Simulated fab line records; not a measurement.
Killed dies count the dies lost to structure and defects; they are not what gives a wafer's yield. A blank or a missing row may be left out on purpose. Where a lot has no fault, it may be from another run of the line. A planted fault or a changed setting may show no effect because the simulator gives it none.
fab line records	flow n5-finfet
record: lots: 24	wafers: 72	last-day: 18
route steps=1938 shown BEOL_M3@989 BEOL_M4@1058
lots that met no fault: taken from a fault-free run of the same line
start-h: hours from the record's opening day to when the first of the lot's shown wafers began	wait-h: hours from the lot's prior step to this one	" as in the row above	L1.1+2: a row that stands for several wafers	- no value, or no start was given	* or withheld: withheld	< > ~ a bound
route shown NAME@n: NAME is a module with steps in the file, n the number in the route of the first one	usual: average and standard deviation across the fault-free wafers	same: alike in all rows	chamber/n: place in a boat	sites: the reading at each site	_std_site: standard deviation of those values	_edge_site: inner sites' mean taken away from outer sites' mean	radius-mm: how far each site lies from the wafer's centre	mask NAME#n: copy n	behind: the tool/chamber that last shaped the wafer	hold: the reason the lot was held/the length of the hold in hours/how it ended	device: the transistor (n, p or np) that didn't switch	end of line: the route-end tests of the same wafers	step lacking rows: just its recipe	killed: count of dies lost to structure and defects at first sort (not the wafer's yield)	map: a wafer's dies, marking killed ones x, the rest . and places with no die _
set.NAME: the setting as run; set.NAME@STEP: as run at that earlier step	model.NAME: the simulator's own value behind a step, which no gauge read
the route's steps for a sample of lots (tables are steps, rows are wafers)
services: a tool's chamber out of use, with start hour (start-h, from the record's first day; less than 0 if before it), hours out, and reason
== steps ==
step: N5_BEOL_M3_DEGAS_44
recipe: ambient: vacuum	temp-c: 250	time-s: 60
usual: heater-power-w: 336/25
lot.wafer	tool	chamber	start-h	wait-h	heater-power-w
L074.2	pvd-sputter-01	-	151.40	0.1	396
L074.3	"	-	"	"	298
L074.6	"	-	"	"	307
L076.1	pvd-sputter-03	-	154.60	0.3	324
L076.4	"	-	"	"	359
L076.6	"	-	"	"	307
L075.2	pvd-sputter-02	-	158.76	0.3	375
L075.5	"	-	"	"	331
L075.6	"	-	"	"	336
L077.2	pvd-sputter-02	-	161.80	0.2	372
L077.5	"	-	"	"	335
L077.6	"	-	"	"	372
L078.1	pvd-sputter-02	-	168.62	0.3	339
L078.3	"	-	"	"	328
L078.5	"	-	"	"	369
L079.1	pvd-sputter-02	-	175.81	0.1	374
L079.2	"	-	"	"	327
L079.4	"	-	"	"	335
L080.1	pvd-sputter-03	-	190.48	0.3	311
L080.3	"	-	"	"	326
L080.4	"	-	"	"	318
L082.2	pvd-sputter-02	-	196.59	0.3	315
L082.4	"	-	"	"	331
L082.6	"	-	"	"	342
L081.1	pvd-sputter-02	-	196.67	0.1	311
L081.3	"	-	"	"	374
L081.5	"	-	"	"	373
L083.1	pvd-sputter-02	-	203.06	0.1	336
L083.5	"	-	"	"	307
L083.6	"	-	"	"	331
L084.3	pvd-sputter-02	-	214.96	0.2	365
L084.4	"	-	"	"	325
L084.5	"	-	"	"	373
L085.1	pvd-sputter-01	-	220.40	0.1	359
L085.4	"	-	"	"	317
L085.5	"	-	"	"	366
L086.1	pvd-sputter-03	-	223.29	0.5	313
L086.2	"	-	"	"	330
L086.5	"	-	"	"	308
L087.3	pvd-sputter-03	-	226.49	0.6	314
L087.4	"	-	"	"	324
L087.6	"	-	"	"	353
L088.2	pvd-sputter-01	-	229.66	0.3	355
L088.3	"	-	"	"	387
L088.5	"	-	"	"	312
L089.1	pvd-sputter-02	-	238.29	0.5	316
L089.2	"	-	"	"	331
L089.4	"	-	"	"	326
L090.3	pvd-sputter-02	-	243.27	0.4	374
L090.4	"	-	"	"	309
L090.6	"	-	"	"	340
L091.1	pvd-sputter-01	-	261.05	0.6	390
L091.3	"	-	"	"	362
L091.4	"	-	"	"	298
L092.2	pvd-sputter-02	-	261.60	0.0	330
L092.4	"	-	"	"	333
L092.6	"	-	"	"	319
L093.2	pvd-sputter-02	-	266.54	0.6	335
L093.5	"	-	"	"	336
L093.6	"	-	"	"	369
L095.1	pvd-sputter-02	-	269.76	0.4	333
L095.3	"	-	"	"	324
L095.4	"	-	"	"	382
L096.2	pvd-sputter-03	-	276.25	0.3	314
L096.3	"	-	"	"	332
L096.4	"	-	"	"	314
L094.1	pvd-sputter-03	-	276.41	0.5	327
L094.4	"	-	"	"	312
L094.6	"	-	"	"	322
L097.1	pvd-sputter-03	-	292.88	0.4	330
L097.2	"	-	"	"	316
L097.6	"	-	"	"	307
step: N5_BEOL_M3_PRE_CLEAN_60
recipe: gas: NH3/H2	time-s: 15	temp-c: *	rf-power-w: 300
usual: heater-power-w: 74/10
lot.wafer	tool	chamber	start-h	wait-h	heater-power-w	since-wet-clean-h
L074.2	cvd-co-02	1	154.62	0.0	81	18
L074.3	"	2	"	"	70	455
L074.6	"	1	"	"	80	-
L076.1	cvd-co-02	2	159.66	0.0	71	460
L076.4	"	0	"	"	52	-
L076.6	"	2	"	"	73	-
L075.2	cvd-co-01	0	162.26	0.1	76	704
L075.5	"	0	"	"	76	-
L075.6	"	1	"	"	86	-
L077.2	cvd-co-01	2	166.86	0.0	73	248
L077.5	"	2	"	"	74	-
L077.6	"	1	"	"	84	-
L078.1	cvd-co-01	1	172.03	0.0	86	1151
L078.3	"	0	"	"	76	713
L078.5	"	2	"	"	75	-
L079.1	cvd-co-02	1	180.99	0.0	81	44
L079.2	"	0	"	"	53	941
L079.4	"	1	"	"	81	-
L080.1	cvd-co-01	2	194.64	0.0	75	276
L080.3	"	0	"	"	76	736
L080.4	"	0	"	"	76	-
L082.2	cvd-co-01	2	199.94	0.0	76	281
L082.4	"	2	"	"	76	-
L082.6	"	1	"	"	88	-
L081.1	cvd-co-02	1	200.22	0.0	81	64
L081.3	"	2	"	"	70	501
L081.5	"	2	"	"	72	-
L083.1	cvd-co-02	0	206.27	0.0	53	966
L083.5	"	2	"	"	72	-
L083.6	"	0	"	"	54	-
L084.3	cvd-co-01	1	218.38	0.0	86	1197
L084.4	"	1	"	"	86	-
L084.5	"	2	"	"	76	-
L085.1	cvd-co-02	1	224.05	0.1	82	87
L085.4	"	0	"	"	53	-
L085.5	"	2	"	"	72	-
L086.1	cvd-co-02	2	226.94	0.1	72	528
L086.2	"	1	"	"	82	90
L086.5	"	1	"	"	80	-
L087.3	cvd-co-01	2	229.92	0.0	76	311
L087.4	"	2	"	"	76	-
L087.6	"	0	"	"	76	-
L088.2	cvd-co-01	1	232.88	0.0	83	1212
L088.3	"	2	"	"	76	314
L088.5	"	2	"	"	76	-
L089.1	cvd-co-02	1	241.71	0.0	81	105
L089.2	"	0	"	"	52	1002
L089.4	"	0	"	"	53	-
L090.3	cvd-co-01	1	246.76	0.0	86	1225
L090.4	"	0	"	"	77	-
L090.6	"	1	"	"	88	-
L091.1	cvd-co-01	0	264.60	0.0	77	806
L091.3	"	0	"	"	78	-
L091.4	"	2	"	"	76	-
L092.2	cvd-co-01	0	266.42	0.0	76	808
L092.4	"	2	"	"	77	-
L092.6	"	0	"	"	76	-
L093.2	cvd-co-01	0	269.89	0.0	78	811
L093.5	"	1	"	"	87	-
L093.6	"	2	"	"	77	-
L095.1	cvd-co-02	1	273.57	0.0	83	137
L095.3	"	0	"	"	53	1034
L095.4	"	0	"	"	52	-
L096.2	cvd-co-01	2	279.50	0.0	75	361
L096.3	"	0	"	"	78	821
L096.4	"	2	"	"	74	-
L094.1	cvd-co-02	0	281.33	0.0	53	1041
L094.4	"	0	"	"	53	-
L094.6	"	1	"	"	82	-
L097.1	cvd-co-02	1	296.07	0.0	84	159
L097.2	"	0	"	"	54	1056
L097.6	"	1	"	"	82	-
step: N5_BEOL_M3_CO_CAP_55
recipe: material: Co	target-thk-a: 20	temp-c: 200	precursor: CCTBA/H2	pressure-torr: 30	time-s: 102.1
usual: heater-power-w: 223/13
lot.wafer	tool	chamber	start-h	wait-h	heater-power-w	since-wet-clean-h
L074.2	cvd-co-02	1	154.66	0.0	233	18
L074.3	"	2	"	"	222	455
L074.6	"	1	"	"	232	-
L076.1	cvd-co-02	2	159.70	0.0	219	460
L076.4	"	0	"	"	194	-
L076.6	"	2	"	"	218	-
L075.2	cvd-co-01	0	162.30	0.0	230	704
L075.5	"	0	"	"	222	-
L075.6	"	1	"	"	234	-
L077.2	cvd-co-01	2	166.90	0.0	223	248
L077.5	"	2	"	"	226	-
L077.6	"	1	"	"	240	-
L078.1	cvd-co-01	1	172.07	0.0	236	1151
L078.3	"	0	"	"	228	713
L078.5	"	2	"	"	224	-
L079.1	cvd-co-02	1	181.03	0.0	232	44
L079.2	"	0	"	"	197	941
L079.4	"	1	"	"	230	-
L080.1	cvd-co-01	2	194.68	0.0	227	276
L080.3	"	0	"	"	222	736
L080.4	"	0	"	"	227	-
L082.2	cvd-co-01	2	199.98	0.0	223	281
L082.4	"	2	"	"	220	-
L082.6	"	1	"	"	236	-
L081.1	cvd-co-02	1	200.26	0.0	236	64
L081.3	"	2	"	"	221	501
L081.5	"	2	"	"	218	-
L083.1	cvd-co-02	0	206.31	0.0	196	966
L083.5	"	2	"	"	221	-
L083.6	"	0	"	"	194	-
L084.3	cvd-co-01	1	218.42	0.0	244	1197
L084.4	"	1	"	"	237	-
L084.5	"	2	"	"	223	-
L085.1	cvd-co-02	1	224.09	0.0	229	87
L085.4	"	0	"	"	191	-
L085.5	"	2	"	"	225	-
L086.1	cvd-co-02	2	226.98	0.0	214	528
L086.2	"	1	"	"	230	90
L086.5	"	1	"	"	232	-
L087.3	cvd-co-01	2	229.96	0.0	227	311
L087.4	"	2	"	"	222	-
L087.6	"	0	"	"	232	-
L088.2	cvd-co-01	1	232.92	0.0	238	1212
L088.3	"	2	"	"	226	314
L088.5	"	2	"	"	226	-
L089.1	cvd-co-02	1	241.75	0.0	231	105
L089.2	"	0	"	"	195	1002
L089.4	"	0	"	"	197	-
L090.3	cvd-co-01	1	246.80	0.0	230	1225
L090.4	"	0	"	"	232	-
L090.6	"	1	"	"	242	-
L091.1	cvd-co-01	0	264.66	0.0	223	806
L091.3	"	0	"	"	231	-
L091.4	"	2	"	"	223	-
L092.2	cvd-co-01	0	266.46	0.0	227	808
L092.4	"	2	"	"	223	-
L092.6	"	0	"	"	227	-
L093.2	cvd-co-01	0	269.93	0.0	231	811
L093.5	"	1	"	"	235	-
L093.6	"	2	"	"	224	-
L095.1	cvd-co-02	1	273.61	0.0	229	137
L095.3	"	0	"	"	196	1034
L095.4	"	0	"	"	198	-
L096.2	cvd-co-01	2	279.54	0.0	225	361
L096.3	"	0	"	"	229	821
L096.4	"	2	"	"	227	-
L094.1	cvd-co-02	0	281.37	0.0	202	1041
L094.4	"	0	"	"	194	-
L094.6	"	1	"	"	234	-
L097.1	cvd-co-02	1	296.11	0.0	231	159
L097.2	"	0	"	"	191	1056
L097.6	"	1	"	"	225	-
step: N5_BEOL_M4_INSPECT_30
recipe: mode: adi	inspect-instrument: brightfield
usual: raw-defect-count: 386/96
lot.wafer	tool	chamber	start-h	wait-h	raw-defect-count
L074.2	defect-inspect-02	-	159.50	0.0	308
L074.3	"	-	"	"	227
L074.6	"	-	"	"	348
L076.1	defect-inspect-01	-	162.71	0.1	348
L076.4	"	-	"	"	546
L076.6	"	-	"	"	517
L075.2	defect-inspect-02	-	165.83	0.0	554
L075.5	"	-	"	"	624
L075.6	"	-	"	"	494
L077.2	defect-inspect-02	-	170.06	0.0	428
L077.5	"	-	"	"	314
L077.6	"	-	"	"	355
L078.1	defect-inspect-01	-	174.45	0.1	379
L078.3	"	-	"	"	385
L078.5	"	-	"	"	384
L079.1	defect-inspect-01	-	183.07	0.1	503
L079.2	"	-	"	"	391
L079.4	"	-	"	"	424
L080.1	defect-inspect-02	-	197.34	0.1	577
L080.3	"	-	"	"	467
L080.4	"	-	"	"	574
L082.2	defect-inspect-01	-	202.68	0.0	298
L082.4	"	-	"	"	261
L082.6	"	-	"	"	244
L081.1	defect-inspect-01	-	202.90	0.1	226
L081.3	"	-	"	"	280
L081.5	"	-	"	"	241
L083.1	defect-inspect-02	-	209.56	0.1	310
L083.5	"	-	"	"	446
L083.6	"	-	"	"	453
L084.3	defect-inspect-02	-	221.93	0.0	445
L084.4	"	-	"	"	333
L084.5	"	-	"	"	392
L085.1	defect-inspect-02	-	227.46	0.1	214
L085.4	"	-	"	"	312
L085.5	"	-	"	"	324
L086.1	defect-inspect-01	-	230.88	0.1	378
L086.2	"	-	"	"	269
L086.5	"	-	"	"	371
L087.3	defect-inspect-01	-	236.23	0.0	603
L087.4	"	-	"	"	426
L087.6	"	-	"	"	578
L088.2	defect-inspect-01	-	236.41	0.0	343
L088.3	"	-	"	"	343
L088.5	"	-	"	"	362
L089.1	defect-inspect-01	-	244.43	0.1	383
L089.2	"	-	"	"	303
L089.4	"	-	"	"	371
L090.3	defect-inspect-02	-	249.71	0.0	326
L090.4	"	-	"	"	330
L090.6	"	-	"	"	353
L091.1	defect-inspect-01	-	267.55	0.1	212
L091.3	"	-	"	"	380
L091.4	"	-	"	"	326
L092.2	defect-inspect-01	-	268.66	0.0	441
L092.4	"	-	"	"	414
L092.6	"	-	"	"	381
L093.2	defect-inspect-02	-	272.00	0.0	485
L093.5	"	-	"	"	386
L093.6	"	-	"	"	464
L095.1	defect-inspect-01	-	276.71	0.1	353
L095.3	"	-	"	"	451
L095.4	"	-	"	"	342
L096.2	defect-inspect-01	-	281.70	0.0	421
L096.3	"	-	"	"	392
L096.4	"	-	"	"	278
L094.1	defect-inspect-02	-	283.48	0.1	608
L094.4	"	-	"	"	499
L094.6	"	-	"	"	453
L097.1	defect-inspect-01	-	299.15	0.1	318
L097.2	"	-	"	"	384
L097.6	"	-	"	"	453
step: N5_BEOL_M4_ETCH_77
recipe: chemistry: N2/H2	target: underlayer	target-depth-a: 65	mask-material: CAR-EUV	time-s: 5.2	ion-energy-ev: 200	pressure-mtorr: 30	source-w: 840	bias-w: 150	n2-flow-sccm: 200	h2-flow-sccm: 200	ends: cleared
usual: drypump-motor-current-A: 5.7/0.43	etch-rf-on-time-s: 5.14/0.11	oes-product-au: 0.71/0.073	rf-vpp-V: 525.1/2.3	showerhead-plenum-p-Torr: 2.58/0.074	throttle-valve-pct: 17.87/0.29
lot.wafer	tool	chamber	start-h	wait-h	drypump-motor-current-A	etch-rf-on-time-s	oes-product-au	rf-hours-counter-h	rf-vpp-V	showerhead-plenum-p-Torr	throttle-valve-pct
L074.2	rie-diel-06	1	159.56	0.0	6.1	5.06	0.77	26	528.9	2.71	17.55
L074.3	"	0	"	"	5.2	5.26	0.68	127	527.6	2.67	17.98
L074.6	"	2	"	"	5.5	5.17	0.58	-	526.4	2.62	18.29
L076.1	rie-diel-06	3	162.78	0.0	5.7	5.00	0.66	171	523.3	2.54	18.34
L076.4	"	0	"	"	5.2	5.29	0.67	128	528.1	2.67	17.99
L076.6	"	0	"	"	5.1	5.26	0.67	-	526.4	2.67	17.99
L075.2	rie-diel-06	1	165.90	0.0	6.0	5.10	0.79	28	528.3	2.71	17.54
L075.5	"	0	"	"	5.2	5.26	0.68	-	526.0	2.67	17.97
L075.6	"	3	"	"	5.7	5.00	0.66	-	522.9	2.54	18.36
L077.2	rie-diel-06	3	170.13	0.0	5.7	5.02	0.67	173	523.2	2.54	18.35
L077.5	"	0	"	"	5.2	5.30	0.67	-	527.7	2.67	18.00
L077.6	"	1	"	"	6.0	5.14	0.75	-	529.6	2.71	17.57
L078.1	rie-diel-01	3	174.52	0.0	5.5	5.17	0.60	221	521.7	2.51	18.11
L078.3	"	2	"	"	5.3	5.19	0.60	236	523.6	2.51	18.11
L078.5	"	2	"	"	5.3	5.18	0.60	-	524.9	2.51	18.11
L079.1	rie-diel-06	3	183.27	0.0	5.7	4.98	0.65	178	524.1	2.54	18.36
L079.2	"	0	"	"	5.2	5.32	0.67	136	527.0	2.66	17.99
L079.4	"	2	"	"	5.5	5.13	0.58	249	525.9	2.61	18.30
L080.1	rie-diel-06	0	197.96	0.0	5.2	5.34	0.66	144	527.0	2.66	18.02
L080.3	"	3	"	"	5.7	4.94	0.65	186	523.8	2.54	18.41
L080.4	"	3	"	"	5.7	4.94	0.65	-	523.1	2.53	18.40
L082.2	rie-diel-01	2	202.75	0.0	5.3	5.13	0.60	247	521.5	2.51	18.11
L082.4	"	1	"	"	6.4	5.14	0.72	79	525.7	2.56	17.41
L082.6	"	3	"	"	5.5	5.19	0.59	-	523.1	2.51	18.13
L081.1	rie-diel-03	3	202.97	0.0	5.7	4.91	0.82	14	522.4	2.49	17.53
L081.3	"	1	"	"	6.0	5.06	0.73	52	520.9	2.48	17.83
L081.5	"	0	"	"	5.9	5.20	0.77	-	525.1	2.59	17.89
L083.1	rie-diel-06	2	209.71	0.0	5.6	5.12	0.86	1	526.2	2.61	17.82
L083.5	"	1	"	"	6.0	5.19	0.73	-	527.0	2.70	17.59
L083.6	"	2	"	"	5.6	5.18	0.86	-	524.8	2.61	17.79
L084.3	rie-diel-06	2	222.00	0.0	5.6	5.18	0.83	5	525.5	2.61	17.79
L084.4	"	1	"	"	6.1	5.09	0.74	52	528.4	2.70	17.59
L084.5	"	1	"	"	6.0	5.03	0.73	-	528.5	2.70	17.55
L085.1	rie-diel-01	1	227.52	0.0	6.4	5.13	0.72	89	523.3	2.56	17.42
L085.4	"	3	"	"	5.4	5.12	0.60	244	522.8	2.50	18.14
L085.5	"	2	"	"	5.3	4.97	0.86	-	522.5	2.50	17.68
L086.1	rie-diel-01	0	230.95	0.0	6.7	5.03	0.78	17	527.1	2.61	17.66
L086.2	"	3	"	"	5.5	5.15	0.59	245	524.4	2.50	18.12
L086.5	"	1	"	"	6.4	5.14	0.72	-	526.4	2.56	17.42
L087.3	rie-diel-01	3	236.29	0.0	5.5	5.18	0.59	246	524.7	2.50	18.16
L087.4	"	2	"	"	5.3	5.01	0.83	3	523.0	2.50	17.69
L087.6	"	2	"	"	5.3	4.99	0.83	-	523.7	2.50	17.67
L088.2	rie-diel-06	0	236.48	0.0	5.2	5.32	0.65	158	527.9	2.65	18.01
L088.3	"	2	"	"	5.5	5.20	0.82	10	522.8	2.61	17.80
L088.5	"	3	"	"	5.7	5.06	0.63	-	523.9	2.53	18.37
L089.1	rie-diel-01	1	244.50	0.0	6.5	5.16	0.69	94	524.0	2.56	17.40
L089.2	"	3	"	"	5.5	5.13	0.59	249	525.4	2.50	18.16
L089.4	"	2	"	"	5.3	4.98	0.83	5	520.6	2.50	17.68
L090.3	rie-diel-03	2	249.78	0.0	5.3	5.30	0.73	52	525.9	2.59	17.92
L090.4	"	1	"	"	6.0	5.12	0.72	69	524.1	2.47	17.85
L090.6	"	0	"	"	5.9	5.22	0.74	-	527.9	2.58	17.94
L091.1	rie-diel-01	1	267.62	0.0	6.4	5.18	0.70	104	522.1	2.55	17.47
L091.3	"	2	"	"	5.3	5.11	0.79	16	523.0	2.50	17.72
L091.4	"	3	"	"	5.5	5.07	0.84	1	521.2	2.50	17.77
L092.2	rie-diel-06	1	268.73	0.0	6.0	5.03	0.73	68	526.6	2.69	17.61
L092.4	"	0	"	"	5.1	5.31	0.64	169	527.0	2.65	18.07
L092.6	"	2	"	"	5.6	5.16	0.79	-	526.9	2.61	17.83
L093.2	rie-diel-06	0	272.07	0.0	5.2	5.23	0.65	170	527.9	2.65	18.06
L093.5	"	0	"	"	5.2	5.21	0.66	-	528.1	2.65	18.07
L093.6	"	1	"	"	6.0	5.06	0.72	-	528.3	2.69	17.62
L095.1	rie-diel-03	2	276.78	0.0	5.3	5.29	0.72	60	526.1	2.59	17.92
L095.3	"	1	"	"	6.0	5.14	0.70	74	522.6	2.47	17.86
L095.4	"	0	"	"	5.8	5.30	0.74	50	525.5	2.58	17.95
L096.2	rie-diel-03	3	281.77	0.0	5.8	4.93	0.77	40	524.5	2.48	17.59
L096.3	"	0	"	"	5.9	5.28	0.73	51	527.3	2.57	17.96
L096.4	"	2	"	"	5.4	5.34	0.71	62	528.3	2.59	17.90
L094.1	rie-diel-06	1	284.56	0.0	6.0	5.11	0.71	72	528.7	2.69	17.62
L094.4	"	0	"	"	5.1	5.32	0.65	173	526.3	2.65	18.08
L094.6	"	3	"	"	5.6	5.04	0.63	-	522.1	2.52	18.44
L097.1	rie-diel-03	2	299.22	0.0	5.3	5.33	0.69	72	523.4	2.58	17.97
L097.2	"	1	"	"	6.0	5.20	0.69	85	522.8	2.46	17.87
L097.6	"	0	"	"	5.9	5.19	0.72	-	526.9	2.57	17.97
step: N5_BEOL_M4_VIA_ETCH_34
recipe: chemistry: C4F6/O2	target-depth-a: 694	mask-material: SOC	pressure-mtorr: 15	ion-energy-ev: 250	taper-deg: 4	time-s: 65.9	source-w: 350	bias-w: 170	Ar_flow_sccm: 300	C4F6_flow_sccm: 10	O2_flow_sccm: 10
usual: drypump-motor-current-A: 5.8/0.48	oes-product-au: 0.84/0.086	rf-vpp-V: 661/10	showerhead-plenum-p-Torr: 2.86/0.066	throttle-valve-pct: 30.72/0.26
lot.wafer	tool	chamber	start-h	wait-h	drypump-motor-current-A	oes-product-au	rf-hours-counter-h	rf-vpp-V	showerhead-plenum-p-Torr	throttle-valve-pct
L074.2	rie-diel-06	0	161.13	0.0	5.1	0.79	128	681	2.98	30.88
L074.3	"	1	"	"	6.0	0.92	27	670	3.04	30.68
L074.6	"	2	"	"	5.5	0.70	-	670	2.92	31.22
L076.1	rie-diel-06	0	164.69	0.0	5.2	0.80	129	682	2.98	30.90
L076.4	"	1	"	"	6.0	0.91	28	670	3.04	30.70
L076.6	"	2	"	"	5.5	0.69	-	670	2.92	31.23
L075.2	rie-diel-03	2	167.92	0.0	5.3	0.89	24	658	2.90	30.73
L075.5	"	2	"	"	5.3	0.89	-	660	2.90	30.72
L075.6	"	1	"	"	6.0	0.87	-	655	2.80	31.07
L077.2	rie-diel-01	3	174.27	0.0	5.5	0.70	221	661	2.81	30.89
L077.5	"	2	"	"	5.3	0.70	-	646	2.81	31.00
L077.6	"	1	"	"	6.4	0.87	-	671	2.88	30.38
L078.1	rie-diel-01	1	175.36	0.0	6.4	0.87	68	668	2.88	30.38
L078.3	"	2	"	"	5.3	0.70	237	647	2.81	31.00
L078.5	"	1	"	"	6.4	0.87	-	670	2.88	30.39
L079.1	rie-diel-03	0	185.45	0.0	5.8	0.91	18	673	2.90	30.81
L079.2	"	1	"	"	6.0	0.85	46	655	2.80	31.07
L079.4	"	3	"	"	5.7	0.97	8	649	2.77	30.29
L080.1	rie-diel-01	0	198.97	0.0	6.7	0.95	5	653	2.91	30.42
L080.3	"	2	"	"	5.3	0.69	246	646	2.80	31.00
L080.4	"	1	"	"	6.4	0.85	78	671	2.88	30.37
L082.2	rie-diel-01	1	203.30	0.0	6.4	0.85	79	668	2.88	30.38
L082.4	"	3	"	"	5.5	0.70	233	661	2.81	30.90
L082.6	"	0	"	"	6.7	0.95	-	653	2.91	30.42
L081.1	rie-diel-03	0	203.42	0.0	5.9	0.91	25	673	2.89	30.82
L081.3	"	1	"	"	6.0	0.85	52	656	2.80	31.08
L081.5	"	1	"	"	6.0	0.86	-	656	2.80	31.10
L083.1	rie-diel-01	3	211.22	0.0	5.5	0.69	237	661	2.80	30.92
L083.5	"	0	"	"	6.7	0.94	-	653	2.91	30.44
L083.6	"	1	"	"	6.5	0.85	-	668	2.88	30.37
L084.3	rie-diel-01	1	222.83	0.0	6.4	0.84	87	668	2.87	30.39
L084.4	"	1	"	"	6.4	0.84	-	671	2.87	30.40
L084.5	"	0	"	"	6.7	0.93	-	654	2.90	30.43
L085.1	rie-diel-03	3	229.39	0.0	5.7	0.92	22	650	2.77	30.33
L085.4	"	0	"	"	5.9	0.89	33	674	2.89	30.82
L085.5	"	0	"	"	5.9	0.89	-	674	2.89	30.82
L086.1	rie-diel-01	0	234.35	0.0	6.7	0.90	18	653	2.90	30.45
L086.2	"	3	"	"	5.5	0.69	246	660	2.80	30.93
L086.5	"	1	"	"	6.4	0.83	-	668	2.87	30.40
L087.3	rie-diel-01	0	238.43	0.0	6.7	0.91	19	652	2.90	30.44
L087.4	"	3	"	"	5.5	0.69	247	660	2.80	30.93
L087.6	"	1	"	"	6.4	0.83	-	669	2.87	30.40
L088.2	rie-diel-03	3	238.73	0.0	5.7	0.92	25	648	2.77	30.32
L088.3	"	2	"	"	5.4	0.84	47	659	2.89	30.73
L088.5	"	3	"	"	5.7	0.94	-	649	2.77	30.32
L089.1	rie-diel-06	0	248.01	0.0	5.1	0.75	162	681	2.97	30.90
L089.2	"	2	"	"	5.6	0.94	15	670	2.91	30.74
L089.4	"	1	"	"	6.0	0.85	61	669	3.02	30.70
L090.3	rie-diel-01	0	257.77	0.0	6.7	0.89	27	653	2.90	30.45
L090.4	"	0	"	"	6.7	0.88	-	652	2.90	30.44
L090.6	"	1	"	"	6.4	0.82	-	670	2.87	30.42
L091.1	rie-diel-03	3	268.99	0.0	5.7	0.91	35	648	2.76	30.34
L091.3	"	0	"	"	5.8	0.86	46	673	2.88	30.83
L091.4	"	2	"	"	5.3	0.84	-	659	2.89	30.75
L092.2	rie-diel-01	2	269.22	0.0	5.3	0.92	17	645	2.79	30.71
L092.4	"	3	"	"	5.5	0.99	2	659	2.80	30.71
L092.6	"	1	"	"	6.4	0.82	-	669	2.87	30.41
L093.2	rie-diel-06	1	284.31	0.0	6.1	0.84	72	668	3.02	30.72
L093.5	"	0	"	"	5.1	0.76	-	681	2.96	30.93
L093.6	"	3	"	"	5.7	0.73	-	654	2.79	31.04
L095.1	rie-diel-06	1	292.62	0.0	6.1	0.84	76	669	3.02	30.72
L095.3	"	0	"	"	5.1	0.75	177	680	2.96	30.94
L095.4	"	2	"	"	5.6	0.90	31	669	2.91	30.76
L096.2	rie-diel-03	1	294.32	0.0	6.0	0.81	83	655	2.79	31.11
L096.3	"	3	"	"	5.7	0.89	46	649	2.76	30.36
L096.4	"	2	"	"	5.4	0.83	69	657	2.88	30.77
L094.1	rie-diel-03	2	295.48	0.0	5.3	0.82	70	657	2.88	30.77
L094.4	"	0	"	"	5.9	0.86	55	673	2.88	30.84
L094.6	"	3	"	"	5.7	0.90	-	650	2.76	30.35
L097.1	rie-diel-01	0	308.32	0.0	6.7	0.87	41	652	2.89	30.45
L097.2	"	1	"	"	6.4	0.82	112	670	2.86	30.43
L097.6	"	1	"	"	6.4	0.81	-	668	2.86	30.41
== services ==
tool	chamber	start-h	hours	kind
pvd-sputter-01	-	129.72	1.9	repair
rie-diel-06	1	132.23	6.0	repair
rie-diel-06	0	133.63	5.5	repair
rie-diel-06	-	139.31	0.5	repair
rie-diel-06	3	155.87	5.8	repair
rie-diel-01	0	167.59	-	clean
rie-diel-01	0	167.59	-	consumable-replace:focus-ring
rie-diel-01	0	167.59	20.5	scheduled-down
rie-diel-01	0	167.59	20.5	vent-cycle
rie-diel-06	2	184.66	-	clean
rie-diel-06	2	184.66	-	consumable-replace:focus-ring
rie-diel-01	2	210.24	-	clean
rie-diel-01	2	210.24	-	consumable-replace:focus-ring
rie-diel-01	2	210.24	15.4	scheduled-down
rie-diel-01	2	210.24	15.4	vent-cycle
rie-diel-03	-	221.21	0.3	repair
rie-diel-01	3	247.96	-	clean
rie-diel-01	3	247.96	-	consumable-replace:focus-ring
rie-diel-01	3	247.96	16.2	scheduled-down
rie-diel-01	3	247.96	16.2	vent-cycle
cvd-co-01	1	257.55	8.4	repair
rie-diel-03	1	267.61	8.5	repair
rie-diel-01	-	282.13	15.6	pm
rie-diel-03	0	288.61	3.7	repair
== key ==
fault none
